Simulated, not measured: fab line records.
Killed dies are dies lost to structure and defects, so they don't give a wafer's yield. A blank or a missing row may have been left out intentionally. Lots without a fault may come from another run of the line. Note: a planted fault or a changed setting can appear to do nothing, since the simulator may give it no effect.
Which tool did it? | flow n5Finfet | 9 lots with 25 wafers sampled at 7 steps, on a route of 1938 steps

== WHAT THE GAUGES READ, wafer by wafer ==
N5_BEOL_M6_INSPECT_58: inspects for defects (darkfield). Usual: rawDefectCount 69, standard deviation 20.
lot  | measured     | on               | rawDefectCount | flag
L344 | day 8 21:40  | defectInspect-02 | 83 73          | 
L346 | day 9 06:28  | defectInspect-01 | 46 60 28       | 
L351 | day 10 13:07 | defectInspect-02 | 64 86 552      | OFF
L352 | day 10 13:23 | defectInspect-01 | 71 102 85      | 
L358 | day 12 21:37 | defectInspect-02 | 89 65 86       | 
L361 | day 13 00:56 | defectInspect-02 | 76 51          | 
L362 | day 14 03:41 | defectInspect-01 | 47 70 85       | 
L367 | day 15 21:22 | defectInspect-01 | 107 56 104     | 
L365 | day 16 07:29 | defectInspect-02 | 86 93 73       | 

N5_BEOL_M7_INSPECT_13: inspects for defects (brightfield). Usual: rawDefectCount 420, standard deviation 97.
lot  | measured     | on               | rawDefectCount | flag
L344 | day 8 23:23  | defectInspect-02 | 659 483        | 
L346 | day 9 09:26  | defectInspect-01 | 323 449 251    | 
L351 | day 10 15:49 | defectInspect-02 | 457 500 919    | 
L352 | day 10 15:54 | defectInspect-01 | 388 394 563    | 
L358 | day 13 00:19 | defectInspect-02 | 421 473 394    | 
L361 | day 13 02:21 | defectInspect-02 | 395 397        | 
L362 | day 14 06:59 | defectInspect-01 | 396 425 398    | 
L367 | day 16 00:00 | defectInspect-01 | 541 423 486    | 
L365 | day 16 12:01 | defectInspect-01 | 386 464 334    | 

N5_BEOL_M7_INSPECT_30: inspects for defects (brightfield). Usual: rawDefectCount 422, standard deviation 90.
lot  | measured     | on               | rawDefectCount | flag
L344 | day 9 01:40  | defectInspect-02 | 638 448        | 
L346 | day 9 11:56  | defectInspect-02 | 350 478 276    | 
L351 | day 10 18:35 | defectInspect-01 | 460 497 906    | 
L352 | day 10 18:25 | defectInspect-02 | 405 469 624    | 
L358 | day 13 02:29 | defectInspect-01 | 376 438 380    | 
L361 | day 13 06:24 | defectInspect-02 | 403 400        | 
L362 | day 14 11:48 | defectInspect-02 | 452 478 457    | 
L367 | day 16 02:50 | defectInspect-02 | 560 476 508    | 
L365 | day 16 19:04 | defectInspect-01 | 368 489 366    | 

== WHAT TOOL EACH LOT RAN ON (gives the tool, then ch and the chambers of the sampled wafers, and finally the start) ==
lot  | N5_BEOL_M6_ETCH_41                           | N5_BEOL_M6_STRIP_80                          | N5_BEOL_M6_SPUTTER_48       | N5_BEOL_M6_DEP_56
L344 | rieDiel-05 ch 0,1, day 8 20:39 or earlier    | rieDiel-05 ch 0,1, day 8 20:39 or earlier    | pvdSputter-02, day 8 20:39  | pecvd-04 ch 0,2, day 8 21:34
L346 | rieDiel-01 ch 1,2, day 9 05:31 or earlier    | rieDiel-01 ch 1,2, day 9 05:31 or earlier    | pvdSputter-03, day 9 05:31  | pecvd-04 ch 0,1,2, day 9 06:23
L351 | rieDiel-05 ch 2,3, day 10 12:09 or earlier   | rieDiel-05 ch 2,3, day 10 12:09 or earlier   | pvdSputter-01, day 10 12:09 | pecvd-04 ch 1,2, day 10 13:01
L352 | rieDiel-03 ch 0,1, day 10 12:13 or earlier   | rieDiel-03 ch 0,1, day 10 12:13 or earlier   | pvdSputter-02, day 10 12:13 | pecvd-01 ch 1,2, day 10 13:18
L358 | rieDiel-03 ch 0,1,3, day 12 20:35 or earlier | rieDiel-03 ch 0,1,3, day 12 20:35 or earlier | pvdSputter-03, day 12 20:35 | pecvd-01 ch 0,2, day 12 21:31
L361 | rieDiel-01 ch 0,3, day 12 23:58 or earlier   | rieDiel-01 ch 0,3, day 12 23:58 or earlier   | pvdSputter-01, day 12 23:58 | pecvd-03 ch 0,2, day 13 00:51
L362 | rieDiel-01 ch 0,1,3, day 14 02:42 or earlier | rieDiel-01 ch 0,1,3, day 14 02:42 or earlier | pvdSputter-01, day 14 02:42 | pecvd-04 ch 0,1, day 14 03:35
L367 | rieDiel-01 ch 0,1,3, day 15 20:14 or earlier | rieDiel-01 ch 0,1,3, day 15 20:14 or earlier | pvdSputter-02, day 15 20:14 | pecvd-04 ch 0,1, day 15 21:16
L365 | rieDiel-05 ch 0,1, day 16 06:25 or earlier   | rieDiel-05 ch 0,1, day 16 06:25 or earlier   | pvdSputter-02, day 16 06:25 | pecvd-04 ch 0,2, day 16 07:23
- N5_BEOL_M6_ETCH_41: etches SiCN in CH3F/O2, target depth 29.7 nm, time 52 s.
- N5_BEOL_M6_STRIP_80: strips in N2/H2, time 10 s.
- N5_BEOL_M6_SPUTTER_48: material Cu, target thk 10 nm, time 1.667 s.
- N5_BEOL_M6_DEP_56: deposits SiCN from 3MS/NH3, target thk 10 nm, time 17.5 s.

== AS READ BY THE TOOLS THEMSELVES (means over the sampled wafers that have a number; for cases with no such wafer, the mark the record gives instead) ==
N5_BEOL_M6_ETCH_41. Usual: chamberPressureMTorr 30.001 mTorr, standard deviation 0.029; drypumpMotorCurrentA 5.8 A, standard deviation 0.39; mfcArSccm 150.0 sccm, standard deviation 0.48; oesProductAu 0.79 a.u., standard deviation 0.097; rfFwdPowerW 390.6 W, standard deviation 1.3; rfVppV 297.7 V, standard deviation 1.8; showerheadPlenumPTorr 2.02 Torr, standard deviation 0.079; throttleValvePct 16.33 %, standard deviation 0.27.
lot  | tool       | chamberPressureMTorr (mTorr) | drypumpMotorCurrentA (A) | mfcArSccm (sccm) | oesProductAu (a.u.) | rfFwdPowerW (W) | rfVppV (V) | showerheadPlenumPTorr (Torr) | throttleValvePct (%) | flag
L344 | rieDiel-05 | 30.026                       | 5.8                      | 149.9            | 0.68                | 390.4           | 295.0      | 1.92                         | 16.40                | 
L346 | rieDiel-01 | 29.973                       | 5.9                      | 150.0            | 0.88                | 389.9           | 298.3      | 2.04                         | 16.11                | 
L351 | rieDiel-05 | 29.997                       | 6.1                      | 150.5            | 0.72                | 390.6           | 297.4      | 2.01                         | 16.49                | 
L352 | rieDiel-03 | 29.999                       | 6.2                      | 150.3            | 0.77                | 390.5           | 298.0      | 2.03                         | 16.31                | 
L358 | rieDiel-03 | 29.997                       | 5.8                      | 150.2            | 0.75                | 390.4           | 296.2      | 1.96                         | 16.34                | 
L361 | rieDiel-01 | 29.976                       | 5.4                      | 150.1            | 0.80                | 391.8           | 299.8      | 2.10                         | 16.44                | 
L362 | rieDiel-01 | 30.006                       | 5.6                      | 150.2            | 0.81                | 390.8           | 299.2      | 2.08                         | 16.37                | 
L367 | rieDiel-01 | 29.985                       | 5.7                      | 149.9            | 0.80                | 390.4           | 299.1      | 2.07                         | 16.40                | 
L365 | rieDiel-05 | 30.004                       | 5.9                      | 149.4            | 0.86                | 390.8           | 298.6      | 2.06                         | 16.01                | 

N5_BEOL_M6_STRIP_80. Usual: chamberPressureMTorr 20.001 mTorr, standard deviation 0.017; drypumpMotorCurrentA 5.8 A, standard deviation 0.39; oesProductAu 0.79 a.u., standard deviation 0.096; rfVppV 59.3 V, standard deviation 0.82; showerheadPlenumPTorr 2.56 Torr, standard deviation 0.1; throttleValvePct 23.59 %, standard deviation 0.23.
lot  | tool       | chamberPressureMTorr (mTorr) | drypumpMotorCurrentA (A) | oesProductAu (a.u.) | rfVppV (V) | showerheadPlenumPTorr (Torr) | throttleValvePct (%) | flag
L344 | rieDiel-05 | 19.987                       | 5.8                      | 0.68                | 59.2       | 2.44                         | 23.59                | 
L346 | rieDiel-01 | 19.998                       | 5.9                      | 0.88                | 58.9       | 2.59                         | 23.47                | 
L351 | rieDiel-05 | 19.997                       | 6.1                      | 0.72                | 58.9       | 2.55                         | 23.66                | 
L352 | rieDiel-03 | 20.003                       | 6.2                      | 0.78                | 59.1       | 2.57                         | 23.59                | 
L358 | rieDiel-03 | 20.009                       | 5.8                      | 0.75                | 59.3       | 2.49                         | 23.56                | 
L361 | rieDiel-01 | 20.029                       | 5.5                      | 0.82                | 60.4       | 2.67                         | 23.80                | 
L362 | rieDiel-01 | 20.013                       | 5.6                      | 0.82                | 59.2       | 2.63                         | 23.69                | 
L367 | rieDiel-01 | 19.985                       | 5.7                      | 0.80                | 60.2       | 2.63                         | 23.72                | 
L365 | rieDiel-05 | 20.002                       | 5.9                      | 0.85                | 59.4       | 2.61                         | 23.29                | 

N5_BEOL_M6_SPUTTER_48. Usual: cathodeDcPowerW 26000 W, standard deviation 4.8; chuckGasFlowSccm 1.26 sccm, standard deviation 0.049; throttleValvePct 30.3 %, standard deviation 1.3.
lot  | tool          | cathodeDcPowerW (W) | chuckGasFlowSccm (sccm) | throttleValvePct (%) | flag
L344 | pvdSputter-02 | 25998               | 1.19                    | 30.2                 | 
L346 | pvdSputter-03 | 26001               | 1.27                    | 29.5                 | 
L351 | pvdSputter-01 | 25998               | 1.23                    | 31.3                 | 
L352 | pvdSputter-02 | 26002               | 1.29                    | 31.0                 | 
L358 | pvdSputter-03 | 26007               | 1.26                    | 29.4                 | 
L361 | pvdSputter-01 | 25998               | 1.25                    | 31.6                 | 
L362 | pvdSputter-01 | 26001               | 1.23                    | 32.2                 | 
L367 | pvdSputter-02 | 25998               | 1.27                    | 30.7                 | 
L365 | pvdSputter-02 | 25994               | 1.23                    | 30.3                 | 

N5_BEOL_M6_DEP_56. Usual: chamberPressureTorr 3.000 Torr, standard deviation 0.0063; rfFwdPowerW 199.9 W, standard deviation 0.75; showerheadPlenumPTorr 3.669 Torr, standard deviation 0.017; throttleValvePct 9.2 %, standard deviation 0.7.
lot  | tool     | chamberPressureTorr (Torr) | rfFwdPowerW (W) | showerheadPlenumPTorr (Torr) | throttleValvePct (%) | flag
L344 | pecvd-04 | 3.001                      | 200.1           | 3.665                        | 9.6                  | 
L346 | pecvd-04 | 3.001                      | 200.0           | 3.660                        | 9.5                  | 
L351 | pecvd-04 | 2.994                      | 200.1           | 3.665                        | 9.3                  | 
L352 | pecvd-01 | 3.003                      | 199.3           | 3.674                        | 8.4                  | 
L358 | pecvd-01 | 2.995                      | 200.2           | 3.658                        | 8.8                  | 
L361 | pecvd-03 | 3.000                      | 199.8           | 3.681                        | 8.9                  | 
L362 | pecvd-04 | 2.998                      | 200.0           | 3.652                        | 9.8                  | 
L367 | pecvd-04 | 2.994                      | 200.0           | 3.650                        | 9.7                  | 
L365 | pecvd-04 | 3.004                      | 199.4           | 3.657                        | 9.7                  | 

== THE ANSWER, worked out from the rows above alone ==
Rule: take the mean of a lot's wafers that have a number; if it is more than 3 standard deviations from the usual mean, the lot is off. A lot without any number at a reading at which 4 lots or more have one is off too. Where the step has rows for the other lots, those lots are counted as sound. After the gauges, taken in route order, come the tools' own readings; for these a lot's mean is taken, as printed above. At the first step where some lot is off, the reading lying furthest off is the one used; lots without a number count as furthest.
Off, at N5_BEOL_M6_INSPECT_58 on rawDefectCount: L351.
If a tool, at a process step before that reading, ran all the lots that are off and no sound lot after the first of them, it fits. Gauges at N5_BEOL_M6_INSPECT_58: tried the same way as those tools. N5_BEOL_M6_ETCH_41: start missing for some lots; hours and lot order therefore follow N5_BEOL_M6_SPUTTER_48. N5_BEOL_M6_STRIP_80: start missing for some lots; hours and lot order therefore follow N5_BEOL_M6_SPUTTER_48. No candidate that was tried fits.

== WHAT THE SIMULATOR HAD PUT IN ==
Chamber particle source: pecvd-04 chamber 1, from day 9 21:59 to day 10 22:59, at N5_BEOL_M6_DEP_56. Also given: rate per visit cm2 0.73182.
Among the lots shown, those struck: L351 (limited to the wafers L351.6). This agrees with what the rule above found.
